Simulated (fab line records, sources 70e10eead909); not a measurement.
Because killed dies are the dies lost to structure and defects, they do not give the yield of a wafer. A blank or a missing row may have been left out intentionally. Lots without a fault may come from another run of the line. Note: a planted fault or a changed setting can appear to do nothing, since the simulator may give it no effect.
What tool caused it? ; flow nandHarc ; 36 wafers from 12 lots sampled at 4 of the route's 1302 steps

## WHAT EACH GAUGE READ, for each wafer
The record holds no reading of a measuring or inspecting step that can be judged against a usual standard deviation.

## TOOL THAT RAN EACH LOT (tool first, then ch and the chambers of the sampled wafers, then the start)
lot;NHARC_A_SGD_CUT_ETCHBACK_24;NHARC_A_SLIT_EXPOSE_06;NHARC_A_SLIT_ETCH_17;NHARC_A_SLIT_ETCH_26
L183;rieDiel-10 ch 1,2,3, day 19 23:05;arfiScanner-02 ch 0, day 20 04:18;harEtch-01 ch 0,1, day 20 07:47;harEtch-01 ch 0,1, day 20 10:50
L182;rieDiel-10 ch 0,1,2, day 20 02:07;arfiScanner-03 ch 0, day 20 10:28;harEtch-02 ch 0,1, day 20 12:02;harEtch-02 ch 0,1, day 20 15:43
L185;rieDiel-10 ch 0,1,2, day 20 17:43;arfiScanner-03 ch 0, day 20 23:07;harEtch-02 ch 0,1, day 21 04:32;harEtch-02 ch 0,1, day 21 08:10
L186;rieDiel-10 ch 0,1,3, day 21 06:17;arfiScanner-01 ch 0, day 21 11:10;harEtch-01 ch 0,1, day 21 13:57;harEtch-01 ch 0,1, day 21 16:25
L190;rieDiel-10 ch 1,3, day 22 19:20;arfiScanner-03 ch 0, day 23 03:28;harEtch-02 ch 0,1, day 23 05:02;harEtch-02 ch 0,1, day 23 08:40
L196;rieDiel-10 ch 1,3, day 25 05:59;arfiScanner-03 ch 0, day 25 12:28;harEtch-02 ch 1, day 25 14:38;harEtch-02 ch 1, day 25 17:42
L197;rieDiel-13 ch 0,2,3, day 25 15:35;arfiScanner-03 ch 0, day 25 22:07;harEtch-01 ch 0,1, day 26 03:42;harEtch-01 ch 0,1, day 26 06:07
L198;rieDiel-07 ch 0,2,3, day 26 04:53;arfiScanner-01 ch 0, day 26 14:10;harEtch-01 ch 0,1, day 26 17:10;harEtch-01 ch 0,1, day 26 19:35
L199;rieDiel-10 ch 0,2,3, day 26 19:02;arfiScanner-03 ch 0, day 27 01:48;harEtch-01 ch 0,1, day 27 05:16;harEtch-01 ch 0,1, day 27 07:44
L200;rieDiel-07 ch 1,3, day 26 19:02;arfiScanner-03 ch 0, day 27 01:19;harEtch-02 ch 0,1, day 27 04:07;harEtch-02 ch 0,1, day 27 07:08
L204;rieDiel-10 ch 1,2, day 27 16:10;arfiScanner-01 ch 0, day 27 22:37;harEtch-02 ch 0,1, day 28 02:00;harEtch-02 ch 0,1, day 28 03:54
L202;rieDiel-13 ch 1,2,3, day 27 19:15;arfiScanner-02 ch 0, day 28 00:10;harEtch-01 ch 0,1, day 28 02:19;harEtch-01 ch 0,1, day 28 05:56
- NHARC_A_SGD_CUT_ETCHBACK_24: etches the open film in CH3F/O2, target depth 50 nm, time 92.857 s.
- NHARC_A_SLIT_EXPOSE_06: exposes mask SLIT.
- NHARC_A_SLIT_ETCH_17: etches the open film in C4F8/O2/Ar, time 4254.5 s, target depth 20300 nm.
- NHARC_A_SLIT_ETCH_26: etches the open film in C4F8/O2/Ar, time 90 s, target depth 400 nm.

## WHAT THE TOOLS THEMSELVES READ (means of the sampled wafers that have a number; where no wafer has one, the mark that the record gives instead)
NHARC_A_SGD_CUT_ETCHBACK_24. Usual: drypumpMotorCurrentA 5.8 A, standard deviation 0.35; o2FlowSccm 29.99 sccm, standard deviation 0.079; oesProductAu 0.97 a.u., standard deviation 0.036; rfVppV 243.7 V, standard deviation 1.7; showerheadPlenumPTorr 2.41 Torr, standard deviation 0.11; throttleValvePct 20.664 %, standard deviation 0.0087.
lot;tool;drypumpMotorCurrentA (A);o2FlowSccm (sccm);oesProductAu (a.u.);rfVppV (V);showerheadPlenumPTorr (Torr);throttleValvePct (%);flag
L183;rieDiel-10;5.9;30.08;0.99;242.8;2.34;20.665;
L182;rieDiel-10;6.0;30.04;1.00;243.2;2.36;20.660;
L185;rieDiel-10;6.0;30.00;0.92;243.2;2.36;20.659;
L186;rieDiel-10;5.9;30.00;1.00;242.8;2.35;20.662;
L190;rieDiel-10;6.1;29.97;0.97;242.7;2.36;20.656;
L196;rieDiel-10;5.7;30.03;0.93;242.4;2.33;20.663;
L197;rieDiel-13;5.5;29.96;0.99;244.5;2.44;20.674;
L198;rieDiel-07;5.8;29.99;0.96;244.0;2.45;20.666;
L199;rieDiel-10;5.7;29.97;0.98;243.1;2.33;20.670;
L200;rieDiel-07;5.9;29.93;0.99;245.2;2.54;20.660;
L204;rieDiel-10;6.2;30.00;1.02;244.1;2.36;20.671;
L202;rieDiel-13;5.8;29.99;0.99;245.7;2.54;20.667;

NHARC_A_SLIT_EXPOSE_06. Usual: exposureDoseMJCm2 reads 60.77 (standard deviation 0.061).
lot;tool;exposureDoseMJCm2;flag
L183;arfiScanner-02;60.77;
L182;arfiScanner-03;60.80;
L185;arfiScanner-03;60.79;
L186;arfiScanner-01;60.79;
L190;arfiScanner-03;60.86;
L196;arfiScanner-03;60.09;OFF
L197;arfiScanner-03;60.19;OFF
L198;arfiScanner-01;60.77;
L199;arfiScanner-03;60.32;OFF
L200;arfiScanner-03;60.27;OFF
L204;arfiScanner-01;60.85;
L202;arfiScanner-02;60.69;

NHARC_A_SLIT_ETCH_17. Usual: drypumpMotorCurrentA 6.0 A, standard deviation 0.45; o2FlowSccm 41.74 sccm, standard deviation 0.13; showerheadPlenumPTorr 3.62 Torr, standard deviation 0.16; throttleValvePct 32.047 %, standard deviation 0.0092.
lot;tool;drypumpMotorCurrentA (A);o2FlowSccm (sccm);showerheadPlenumPTorr (Torr);throttleValvePct (%);flag
L183;harEtch-01;6.5;41.74;3.52;32.044;
L182;harEtch-02;5.5;41.59;3.71;32.048;
L185;harEtch-02;5.6;41.48;3.81;32.046;
L186;harEtch-01;6.4;41.72;3.58;32.047;
L190;harEtch-02;5.5;41.84;3.68;32.046;
L196;harEtch-02;5.6;41.78;3.87;32.057;
L197;harEtch-01;6.5;41.71;3.54;32.045;
L198;harEtch-01;6.5;41.81;3.48;32.045;
L199;harEtch-01;6.5;41.72;3.47;32.050;
L200;harEtch-02;5.6;41.68;3.76;32.053;
L204;harEtch-02;5.6;41.69;3.75;32.045;
L202;harEtch-01;6.4;41.71;3.53;32.045;

NHARC_A_SLIT_ETCH_26. Usual: drypumpMotorCurrentA 6.1 A, standard deviation 0.46; o2FlowSccm 83.28 sccm, standard deviation 0.21; showerheadPlenumPTorr 3.65 Torr, standard deviation 0.17; throttleValvePct 27.620 %, standard deviation 0.01.
lot;tool;drypumpMotorCurrentA (A);o2FlowSccm (sccm);showerheadPlenumPTorr (Torr);throttleValvePct (%);flag
L183;harEtch-01;6.5;83.47;3.55;27.625;
L182;harEtch-02;5.6;83.09;3.74;27.617;
L185;harEtch-02;5.6;83.38;3.84;27.613;
L186;harEtch-01;6.4;83.16;3.61;27.630;
L190;harEtch-02;5.6;83.25;3.72;27.620;
L196;harEtch-02;5.7;83.47;3.91;27.608;
L197;harEtch-01;6.4;83.28;3.57;27.618;
L198;harEtch-01;6.5;83.34;3.50;27.621;
L199;harEtch-01;6.5;83.10;3.50;27.622;
L200;harEtch-02;5.6;83.30;3.79;27.616;
L204;harEtch-02;5.6;83.33;3.78;27.616;
L202;harEtch-01;6.5;83.29;3.56;27.623;

## THE ANSWER, worked out from the rows above alone
Rule: a lot counts as off when the mean over its wafers that have a number is more than 3 standard deviations away from the usual mean. Also off: a lot with no number at a reading for which 4 or more lots have one. The other lots that the step has rows for count as sound. After the gauges, taken in route order, come the tools' own readings; for these a lot's mean is taken, as printed above. The first step at which some lot is off is used, and at that step the reading that is off furthest; a lot without a number counts as furthest.
Off: L196, L197, L199, L200 (NHARC_A_SLIT_EXPOSE_06, exposureDoseMJCm2).
If a tool, at that step or one of the process steps before it, ran each lot that is off and ran no sound lot following the first of them, it fits. One fits: NHARC_A_SLIT_EXPOSE_06 on arfiScanner-03. A fault onset in the window from L190 (day 23 03:28, its last sound lot) to L196 (day 25 12:28, its first lot off) fits.
On the lots that are off, the tool's own readings at NHARC_A_SLIT_EXPOSE_06 differ by more than 5 times the standard deviation of the sound lots' means, which bears it out; exposureDoseMJCm2 reads 60.22 there versus 60.79 on the sound lots.

## WHAT HAD BEEN PUT IN BY THE SIMULATOR
Drift in process parameters on arfiScanner-03 at NHARC_A_SLIT_EXPOSE_06, starting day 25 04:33. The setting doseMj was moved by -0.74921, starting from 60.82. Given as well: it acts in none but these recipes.
Lots struck among those shown: L196, L197, L199, L200. The same result came from the rule above.
